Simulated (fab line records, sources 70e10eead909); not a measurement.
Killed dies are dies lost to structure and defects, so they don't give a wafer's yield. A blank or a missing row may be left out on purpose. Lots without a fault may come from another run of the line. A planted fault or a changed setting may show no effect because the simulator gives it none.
Which tool did it? | flow nand_harc | 11 lots, 33 wafers sampled, at 2 steps of a route of 1302

WHAT THE GAUGES READ, wafer by wafer
NHARC_A_CHANNEL_HOLE_D1_CD_MEAS_10: target cd 100 nm.
lot  | measured     | on        | cd_nm (nm)
L185 | day 8 13:00  | cd_sem-01 | 100.6 99.9 100.0
L187 | day 9 17:40  | cd_sem-03 | 99.9 100.5 100.3
L190 | day 10 14:41 | cd_sem-03 | 100.1 100.2 100.1
L193 | day 11 17:35 | cd_sem-02 | 99.7 100.1 99.7
L192 | day 11 17:03 | cd_sem-02 | 100.3 100.1 99.6
L194 | day 12 10:57 | cd_sem-02 | 100.1 100.4 100.6
L196 | day 12 22:48 | cd_sem-03 | 102.4 102.1 102.8
L202 | day 15 11:36 | cd_sem-03 | 101.9 102.4 102.7
L205 | day 16 18:56 | cd_sem-03 | 99.5 99.7 99.9
L206 | day 17 11:48 | cd_sem-01 | 100.4 100.5 100.2
L207 | day 17 19:47 | cd_sem-02 | 100.4 100.0 99.7

WHICH TOOL RAN EACH LOT (tool, then ch and the chambers of the sampled wafers, then the start)
lot  | NHARC_A_CHANNEL_HOLE_D1_EXPOSE_07
L185 | arfi_scanner-02 ch 0, day 8 12:51
L187 | arfi_scanner-03 ch 0, day 9 17:31
L190 | arfi_scanner-03 ch 0, day 10 14:34
L193 | arfi_scanner-03 ch 0, day 11 17:27
L192 | arfi_scanner-01 ch 0, day 11 16:55
L194 | arfi_scanner-03 ch 0, day 12 10:49
L196 | arfi_scanner-03 ch 0, day 12 22:40
L202 | arfi_scanner-03 ch 0, day 15 11:28
L205 | arfi_scanner-02 ch 0, day 16 18:47
L206 | arfi_scanner-01 ch 0, day 17 11:40
L207 | arfi_scanner-01 ch 0, day 17 19:38
- NHARC_A_CHANNEL_HOLE_D1_EXPOSE_07: exposes mask HOLE D1, target cd 100 nm.

THE ANSWER, worked out from the rows above alone
Rule: what is usual is taken from the lots themselves. Put in order of their means at a reading, lots are off if they are a third of the lots or fewer, leave a main group of 4 or more, and stand apart from it by a gap of 3 or more times the standard deviation of the main group's means; of several such gaps the widest counts. A main group whose means are all the same, to the digits that the tables above print for the reading, isn't used. A lot without any number at a reading at which 4 lots or more have one is off too. The other lots that the step has rows for count as sound.
Off: L196, L202, at NHARC_A_CHANNEL_HOLE_D1_CD_MEAS_10 (cd_nm). The main group: mean 100.1 nm, standard deviation 0.21.
A tool fits if, at a process step before that reading, it ran every lot that is off, and no sound lot after the first of them. The gauges at NHARC_A_CHANNEL_HOLE_D1_CD_MEAS_10 are tried like those tools. One fits: arfi_scanner-03 at NHARC_A_CHANNEL_HOLE_D1_EXPOSE_07. Its last sound lot is L194 (day 12 10:49), its first lot that is off L196 (day 12 22:40): a fault that began between those two fits.

WHAT THE SIMULATOR HAD PUT IN
Process parameter drift: arfi_scanner-03, from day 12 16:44 on, at NHARC_A_CHANNEL_HOLE_D1_EXPOSE_07. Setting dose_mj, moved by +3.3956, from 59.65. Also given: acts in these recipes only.
Lots struck among those shown: L196, L202. The rule above found the same.
